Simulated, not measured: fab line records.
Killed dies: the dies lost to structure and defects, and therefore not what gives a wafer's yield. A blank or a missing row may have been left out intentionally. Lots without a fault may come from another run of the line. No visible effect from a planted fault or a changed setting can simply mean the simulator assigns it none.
fab line records | flow nand_harc
record: lots: 13 | wafers: 39 | last_day: 34
route steps=1302 shown A_M0@1158 A_M1@1178 END@1302
lots that met no fault: taken from a fault-free run of the same line
start_h: start of the lot's first displayed wafer, in hours after the record's first day | wait_h: hours elapsed since this lot's preceding step | " unchanged from the row above | L1.1+2: several wafers, shown together as one row | - no value, or no start given | * or withheld: withheld | < > ~ a bound
route shown NAME@n: names a module that has steps shown in the file, with the first one's number in the route | usual: mean and standard deviation over wafers with no fault | same: alike in all rows | chamber/n: place in a boat | sites: the reading at each site | _std_site: standard deviation across them | _edge_site: the outer-site mean with the inner-site mean subtracted | radius_mm: how far each site lies from the wafer's centre | mask NAME#n: copy n | behind: the tool/chamber that last shaped the wafer | hold: why the lot went on hold/how many hours it stayed there/how the hold came to an end | device: names the non-switching transistor (n, p or np) | end of line: at the end of the route, the tests of the same wafers | a step given without rows: its recipe and nothing more | killed: count of dies lost to structure and defects at first sort (not the wafer's yield) | map: dies across one wafer; x = killed, . = not, _ = none there
set.NAME: the setting the step ran with; set.NAME@STEP: the setting that earlier step ran with | model.NAME: the simulator's own value behind a step, which no gauge read
route steps across a sampled set of lots; one table per step, one row per wafer
services: a tool's chamber out of use, with start hour (start_h, from the record's first day; less than 0 if before it), hours out, and reason
== steps ==
step: NHARC_A_M0_PVD_20
recipe: target_thk_a: 50 | bias_v: 168.6 | power_w: 15000 | chamber_pressure_pa: 0.12 | time_s: 8.06 | substrate_temp_c: 50 | material: TaN
usual: bias_v: 168.4/1.6 | throttle_valve_pct: 29.6/1.2
lot.wafer | tool           | chamber | start_h | wait_h | bias_v | throttle_valve_pct
L945.1    | pvd_sputter-02 | -       | -       | -      | 169.0  | 28.7
L945.2    | "              | -       | "       | "      | 172.1  | 29.3
L945.5    | "              | -       | "       | "      | 170.2  | 29.3
L946.4    | pvd_sputter-03 | -       | -       | -      | 168.7  | 29.7
L946.6    | "              | -       | "       | "      | 167.7  | 30.7
L946.5    | "              | -       | "       | "      | 168.2  | 29.2
L948.4    | pvd_sputter-03 | -       | -       | -      | 168.5  | 28.9
L948.1    | "              | -       | "       | "      | 164.9  | 30.9
L948.5    | "              | -       | "       | "      | 165.5  | 30.9
L950.1    | pvd_sputter-03 | -       | -       | -      | 167.7  | 29.5
L950.4    | "              | -       | "       | "      | 169.5  | 29.6
L950.5    | "              | -       | "       | "      | 164.5  | 29.2
L957.1    | pvd_sputter-01 | -       | -       | -      | 169.1  | 29.1
L957.6    | "              | -       | "       | "      | 166.5  | 29.9
L957.5    | "              | -       | "       | "      | 168.5  | 31.4
L958.1    | pvd_sputter-01 | -       | -       | -      | 168.3  | 31.5
L958.6    | "              | -       | "       | "      | 168.1  | 31.8
L958.5    | "              | -       | "       | "      | 168.7  | 29.7
L959.3    | pvd_sputter-01 | -       | -       | -      | 171.4  | 29.7
L959.6    | "              | -       | "       | "      | 168.0  | 29.0
L959.5    | "              | -       | "       | "      | 168.3  | 32.1
L962.2    | pvd_sputter-01 | -       | -       | -      | 169.3  | 31.9
L962.4    | "              | -       | "       | "      | 168.8  | 29.7
L962.5    | "              | -       | "       | "      | 169.1  | 31.5
L961.1    | pvd_sputter-02 | -       | -       | -      | 168.6  | 28.1
L961.2    | "              | -       | "       | "      | 168.6  | 28.7
L961.5    | "              | -       | "       | "      | 167.5  | 28.3
L965.3    | pvd_sputter-02 | -       | -       | -      | 168.6  | 27.8
L965.4    | "              | -       | "       | "      | 165.3  | 28.8
L965.5    | "              | -       | "       | "      | 167.9  | 28.5
L966.4    | pvd_sputter-01 | -       | -       | -      | 168.3  | 32.0
L966.2    | "              | -       | "       | "      | 171.0  | 29.7
L966.6    | "              | -       | "       | "      | 168.8  | 31.4
L967.4    | pvd_sputter-03 | -       | -       | -      | 169.0  | 29.1
L967.2    | "              | -       | "       | "      | 171.1  | 29.3
L967.6    | "              | -       | "       | "      | 171.5  | 30.6
L968.4    | pvd_sputter-03 | -       | -       | -      | 166.2  | 29.4
L968.5    | "              | -       | "       | "      | 169.5  | 29.4
L968.6    | "              | -       | "       | "      | 168.2  | 30.3
step: NHARC_A_M0_DEP_32
recipe: target_thk_a: 300 | temp_c: 370 | target_thk_nm: 30 | pressure_torr: 3 | flow_sccm: 200 | rf_w: 450 | material: SiCN
usual: heater_power_w: 570/45
lot.wafer | tool     | chamber | start_h | wait_h | heater_power_w | since_wet_clean_h
L945.1    | pecvd-02 | 2       | 519.73  | 0.1    | 590            | 99
L945.2    | "        | 0       | "       | "      | 602            | 99
L945.5    | "        | 1       | "       | "      | 525            | -
L946.6    | pecvd-01 | 1       | 538.82  | 0.2    | 540            | -
L946.5    | "        | 2       | "       | "      | 633            | -
L946.4    | "        | 0       | "       | "      | 481            | -
L948.1    | pecvd-03 | 1       | 546.14  | 0.1    | 583            | 167
L948.4    | "        | 0       | "       | "      | 599            | -
L948.5    | "        | 1       | "       | "      | 599            | -
L950.1    | pecvd-03 | 1       | 573.20  | 0.1    | 628            | 13
L950.4    | "        | 1       | "       | "      | 627            | -
L950.5    | "        | 0       | "       | "      | 618            | -
L957.1    | pecvd-03 | 2       | 640.91  | 0.1    | 554            | 81
L957.6    | "        | 2       | "       | "      | 547            | -
L957.5    | "        | 0       | "       | "      | 649            | -
L958.1    | pecvd-01 | 1       | 669.72  | 0.1    | 566            | 165
L958.5    | "        | 0       | "       | "      | 546            | -
L958.6    | "        | 1       | "       | "      | 571            | -
L959.3    | pecvd-03 | 1       | 673.22  | 0.1    | 577            | 113
L959.5    | "        | 1       | "       | "      | 582            | -
L959.6    | "        | 2       | "       | "      | 576            | -
L962.2    | pecvd-02 | 0       | 693.32  | 0.1    | 602            | 91
L962.4    | "        | 2       | "       | "      | 567            | -
L962.5    | "        | 2       | "       | "      | 460            | -
L961.2    | pecvd-02 | 0       | 694.13  | 0.1    | 565            | 92
L961.1    | "        | 2       | "       | "      | 482            | 92
L961.5    | "        | 0       | "       | "      | 575            | -
L965.3    | pecvd-03 | 0       | 717.83  | 0.1    | 572            | 158
L965.5    | "        | 2       | "       | "      | 509            | -
L965.4    | "        | 0       | "       | "      | 584            | -
L966.2    | pecvd-02 | 2       | 740.95  | 0.1    | 540            | 139
L966.4    | "        | 0       | "       | "      | 506            | -
L966.6    | "        | 2       | "       | "      | 558            | -
L967.2    | pecvd-03 | 0       | 754.98  | 0.1    | 598            | 14
L967.6    | "        | 2       | "       | "      | 592            | -
L967.4    | "        | 1       | "       | "      | 554            | -
L968.6    | pecvd-03 | 0       | 770.84  | 0.2    | 579            | -
L968.4    | "        | 1       | "       | "      | 564            | -
L968.5    | "        | 2       | "       | "      | 495            | -
step: NHARC_A_M1_DEVELOP_08
recipe: develop_time_s: 35 | dev_temp_c: 23
lot.wafer  | tool           | chamber | start_h | wait_h
L945.1+2+5 | litho_track-06 | 0       | 520     | -
L946.4+5+6 | litho_track-06 | 0       | 539     | -
L948.1+4+5 | litho_track-06 | 0       | 547     | -
L950.1+4+5 | litho_track-01 | 0       | 574     | -
L957.1+5+6 | litho_track-06 | 0       | 642     | -
L958.1+5+6 | litho_track-01 | 0       | 670     | -
L959.3+5+6 | litho_track-04 | 0       | 674     | -
L962.2+4+5 | litho_track-04 | 0       | 694     | -
L961.1+2+5 | litho_track-06 | 0       | 695     | -
L965.3+4+5 | litho_track-01 | 0       | 719     | -
L966.2+4+6 | litho_track-01 | 0       | 742     | -
L967.2+4+6 | litho_track-01 | 0       | 755     | -
L968.4+5+6 | litho_track-06 | 0       | 771     | -
step: NHARC_A_M1_INSPECT_11
usual: raw_defect_count: 81/34
lot.wafer | tool              | chamber | start_h | wait_h | raw_defect_count
L945.1    | defect_inspect-02 | -       | 520.96  | 0.0    | 21
L945.2    | "                 | -       | "       | "      | 20
L945.5    | "                 | -       | "       | "      | 20
L946.4    | defect_inspect-01 | -       | 539.94  | 0.0    | 94
L946.5    | "                 | -       | "       | "      | 114
L946.6    | "                 | -       | "       | "      | 88
L948.1    | defect_inspect-02 | -       | 547.42  | 0.0    | 67
L948.4    | "                 | -       | "       | "      | 61
L948.5    | "                 | -       | "       | "      | 57
L950.1    | defect_inspect-01 | -       | 574.57  | 0.0    | 75
L950.4    | "                 | -       | "       | "      | 67
L950.5    | "                 | -       | "       | "      | 72
L957.1    | defect_inspect-01 | -       | 642.25  | 0.1    | 82
L957.5    | "                 | -       | "       | "      | 76
L957.6    | "                 | -       | "       | "      | 80
L958.1    | defect_inspect-02 | -       | 670.88  | 0.0    | 44
L958.5    | "                 | -       | "       | "      | 47
L958.6    | "                 | -       | "       | "      | 40
L959.3    | defect_inspect-01 | -       | 674.53  | 0.0    | 30
L959.5    | "                 | -       | "       | "      | 23
L959.6    | "                 | -       | "       | "      | 23
L962.2    | defect_inspect-02 | -       | 694.82  | 0.0    | 28
L962.4    | "                 | -       | "       | "      | 27
L962.5    | "                 | -       | "       | "      | 21
L961.1    | defect_inspect-02 | -       | 695.62  | 0.0    | 57
L961.2    | "                 | -       | "       | "      | 53
L961.5    | "                 | -       | "       | "      | 63
L965.3    | defect_inspect-01 | -       | 719.30  | 0.0    | 93
L965.4    | "                 | -       | "       | "      | 78
L965.5    | "                 | -       | "       | "      | 106
L966.2    | defect_inspect-01 | -       | 742.45  | 0.0    | 77
L966.4    | "                 | -       | "       | "      | 80
L966.6    | "                 | -       | "       | "      | 83
L967.2    | defect_inspect-01 | -       | 756.19  | 0.0    | 45
L967.4    | "                 | -       | "       | "      | 46
L967.6    | "                 | -       | "       | "      | 47
L968.4    | defect_inspect-01 | -       | 771.97  | 0.0    | 74
L968.5    | "                 | -       | "       | "      | 74
L968.6    | "                 | -       | "       | "      | 64
step: NHARC_A_M1_CD_MEAS_16
usual: cd_nm: 119.9/0.79
lot.wafer | tool      | chamber | start_h | wait_h | cd_nm
L945.1    | cd_sem-01 | -       | 521.32  | -      | 120.3
L945.2    | "         | -       | "       | "      | 121.0
L945.5    | "         | -       | "       | "      | 119.8
L946.4    | cd_sem-03 | -       | 540.31  | -      | 120.1
L946.5    | "         | -       | "       | "      | 120.3
L946.6    | "         | -       | "       | "      | 120.4
L948.1    | cd_sem-01 | -       | 547.79  | -      | 122.0
L948.4    | "         | -       | "       | "      | 121.6
L948.5    | "         | -       | "       | "      | 122.3
L950.1    | cd_sem-02 | -       | 574.94  | -      | 120.1
L950.4    | "         | -       | "       | "      | 119.9
L950.5    | "         | -       | "       | "      | 119.7
L957.1    | cd_sem-03 | -       | 642.62  | -      | 119.3
L957.5    | "         | -       | "       | "      | 119.6
L957.6    | "         | -       | "       | "      | 118.4
L958.1    | cd_sem-02 | -       | 671.24  | -      | 119.8
L958.5    | "         | -       | "       | "      | 119.1
L958.6    | "         | -       | "       | "      | 118.8
L959.3    | cd_sem-02 | -       | 674.90  | -      | 119.7
L959.5    | "         | -       | "       | "      | 120.8
L959.6    | "         | -       | "       | "      | 119.5
L962.2    | cd_sem-02 | -       | 695.18  | -      | 120.4
L962.4    | "         | -       | "       | "      | 118.9
L962.5    | "         | -       | "       | "      | 120.1
L961.1    | cd_sem-03 | -       | 695.99  | -      | 119.9
L961.2    | "         | -       | "       | "      | 120.4
L961.5    | "         | -       | "       | "      | 120.2
L965.3    | cd_sem-03 | -       | 719.67  | -      | 119.7
L965.4    | "         | -       | "       | "      | 119.5
L965.5    | "         | -       | "       | "      | 118.8
L966.2    | cd_sem-02 | -       | 742.82  | -      | 120.7
L966.4    | "         | -       | "       | "      | 119.9
L966.6    | "         | -       | "       | "      | 118.9
L967.2    | cd_sem-01 | -       | 756.63  | -      | 122.3
L967.4    | "         | -       | "       | "      | 120.3
L967.6    | "         | -       | "       | "      | 121.4
L968.4    | cd_sem-02 | -       | 772.34  | -      | 120.1
L968.5    | "         | -       | "       | "      | 119.3
L968.6    | "         | -       | "       | "      | 120.0
step: NHARC_END_SORT_01
recipe: temp_c: 25
usual: defect_limited_yield: 91.2/2.8 | killed_at_array: 56/19 | killed_at_other: 0.8/1.1 | killed_at_periphery: 3.4/2.5 | killed_dies: 60/19 | killed_open: 2.9/1.7 | killed_short: 2.4/1.6
same: gross_dies: 677
lot.wafer | tool      | chamber | start_h | wait_h | defect_limited_yield[%] | killed_at_array | killed_at_other | killed_at_periphery | killed_dies | killed_open | killed_short
L957.1    | prober-02 | 0       | 681.30  | 2.5    | 92.6                    | 48              | 0               | 2                   | 50          | 2           | 0
L957.5    | prober-02 | 0       | 684.45  | 3.7    | 92.0                    | 50              | 0               | 4                   | 54          | 2           | 0
L957.6    | prober-02 | 0       | 685.24  | 3.9    | 90.4                    | 59              | 0               | 6                   | 65          | 3           | 3
L961.1    | prober-01 | 0       | 729.62  | 2.5    | 93.1                    | 44              | 3               | 0                   | 47          | 3           | 5
L961.2    | prober-01 | 0       | 730.42  | 2.8    | 93.1                    | 42              | 2               | 3                   | 47          | 3           | 4
L961.5    | prober-01 | 0       | 732.82  | 3.7    | 92.5                    | 46              | 2               | 3                   | 51          | 3           | 3
L962.2    | prober-02 | 0       | 730.41  | 2.8    | 95.0                    | 32              | 0               | 2                   | 34          | 1           | 5
L962.4    | prober-02 | 0       | 732.00  | 3.4    | 96.2                    | 24              | 0               | 2                   | 26          | 3           | 1
L962.5    | prober-02 | 0       | 732.80  | 3.7    | 95.0                    | 29              | 1               | 4                   | 34          | 7           | 4
killed by level:class
L957.1 A_CHANNEL_HOLE_D1:chamber_film_flake=23 A_CHANNEL_HOLE_D2:chamber_film_flake=18 A_SLIT:chamber_film_flake=2 A_CHANNEL_FILL_D2:geometric_particle:open=1 A_CHANNEL_HOLE_D1:geometric_particle:open=1 P_ZERO_WELL:chamber_film_flake=1 P_M1:chamber_film_flake=1 A_DECK1_JOINT:chamber_film_flake=1
L957.5 A_CHANNEL_HOLE_D1:chamber_film_flake=27 A_CHANNEL_HOLE_D2:chamber_film_flake=17 A_SLIT:chamber_film_flake=3 A_CONTACT:chamber_film_flake=2 P_GATE:geometric_particle:open=1 P_CONTACT:geometric_particle:open=1 P_ZERO_WELL:chamber_film_flake=1 P_GATE:chamber_film_flake=1
L957.6 A_CHANNEL_HOLE_D1:chamber_film_flake=28 A_CHANNEL_HOLE_D2:chamber_film_flake=15 A_SLIT:chamber_film_flake=5 A_CONTACT:chamber_film_flake=5 P_GATE:chamber_film_flake=2 P_STI:geometric_particle:short=1 A_CHANNEL_FILL_D1:geometric_particle:short=1 A_DECK1_JOINT:geometric_particle:open=1
L961.1 A_CHANNEL_HOLE_D2:chamber_film_flake=22 A_CHANNEL_HOLE_D1:chamber_film_flake=8 A_CONTACT:chamber_film_flake=4 THIN_TSV:chamber_film_flake=3 A_ONON_D1:geometric_particle:short=2 A_ONON_D1:geometric_particle:open=1 A_DECK1_JOINT:geometric_particle:open=1 A_DECK1_JOINT:geometric_particle:short=1
L962.2 A_CHANNEL_HOLE_D1:chamber_film_flake=11 A_SLIT:chamber_film_flake=5 A_CONTACT:chamber_film_flake=3 A_WL_FILL:chamber_film_flake=3 A_WL_FILL:geometric_particle:short=2 A_SGD_CUT:chamber_film_flake=2 P_STI:geometric_particle:short=1 A_ONON_D1:geometric_particle:open=1
L961.2 A_CHANNEL_HOLE_D2:chamber_film_flake=22 A_CHANNEL_HOLE_D1:chamber_film_flake=7 A_CONTACT:chamber_film_flake=6 A_CHANNEL_FILL_D2:geometric_particle:short=2 A_WL_FILL:geometric_particle:short=2 THIN_TSV:chamber_film_flake=2 P_M0:geometric_particle:open=1 A_SGD_CUT:geometric_particle:open=1
L962.4 A_CHANNEL_HOLE_D1:chamber_film_flake=7 A_SLIT:chamber_film_flake=6 A_CONTACT:chamber_film_flake=5 P_CONTACT:geometric_particle:open=1 A_DECK1_JOINT:geometric_particle:open=1 A_ONON_D2:geometric_particle:short=1 A_M0:geometric_particle:open=1 P_ZERO_WELL:chamber_film_flake=1
L962.5 A_CHANNEL_HOLE_D1:chamber_film_flake=9 A_CONTACT:chamber_film_flake=6 A_DECK1_JOINT:geometric_particle:open=3 A_ONON_D1:geometric_particle:short=2 A_CHANNEL_HOLE_D1:geometric_particle:short=2 P_GATE:chamber_film_flake=2 A_SLIT:chamber_film_flake=2 P_M0:geometric_particle:open=1
L961.5 A_CHANNEL_HOLE_D2:chamber_film_flake=18 A_CHANNEL_HOLE_D1:chamber_film_flake=11 A_CONTACT:chamber_film_flake=7 P_STI:chamber_film_flake=2 A_SLIT:chamber_film_flake=2 THIN_TSV:chamber_film_flake=2 P_M0:geometric_particle:open=1 A_SOURCE_PLATE:geometric_particle:short=1
== services ==
tool           | chamber | start_h | hours | kind
litho_track-01 | -       | 505.00  | 7.0   | pm
pvd_sputter-03 | -       | 526.11  | 10.0  | pm
litho_track-06 | -       | 529.00  | 7.0   | pm
pecvd-03       | -       | 547.06  | 13.0  | pm
pecvd-01       | -       | 551.01  | 1.0   | repair
litho_track-04 | -       | 553.00  | 7.0   | pm
pecvd-02       | -       | 576.44  | 1.1   | repair
pvd_sputter-01 | -       | 582.02  | 10.0  | pm
pecvd-02       | -       | 589.00  | 13.0  | pm
pvd_sputter-03 | -       | 602.86  | 2.8   | repair
pecvd-01       | -       | 614.32  | 0.3   | repair
pecvd-03       | -       | 636.39  | 3.1   | repair
pvd_sputter-02 | -       | 638.00  | 10.0  | pm
pvd_sputter-03 | -       | 638.27  | 7.2   | repair
litho_track-01 | -       | 680.00  | 7.0   | pm
pvd_sputter-03 | -       | 682.83  | 1.3   | repair
pecvd-02       | 1       | 692.05  | 69.3  | repair
litho_track-06 | -       | 704.00  | 7.0   | pm
pvd_sputter-03 | -       | 704.11  | 10.0  | pm
pvd_sputter-02 | -       | 718.49  | 7.2   | repair
pvd_sputter-01 | -       | 726.41  | 2.5   | repair
pecvd-03       | -       | 728.06  | 13.0  | pm
pvd_sputter-01 | -       | 760.02  | 10.0  | pm
pecvd-02       | -       | 770.00  | 13.0  | pm
== key ==
first_sign: step: NHARC_A_M1_CD_MEAS_16 | reading: cd_nm | direction: up | sigmas: 2.6 | usual: 119.9 | struck: 122.0
effect none on later readings
met_at NHARC_A_M1_DEVELOP_08
struck_lots L948
not_acting_at NHARC_A_M0_PVD_20,NHARC_A_M0_DEP_32,NHARC_A_M1_INSPECT_11
onset_between 539 547
fault: kind: process_parameter_drift | tool: litho_track-06 | chamber: - | onset_h: 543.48 | steps: NHARC_A_M1_DEVELOP_08 | channel: develop_time_s | offset: * | shape: step | end_h: 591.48 | acts_in: * | stated: *
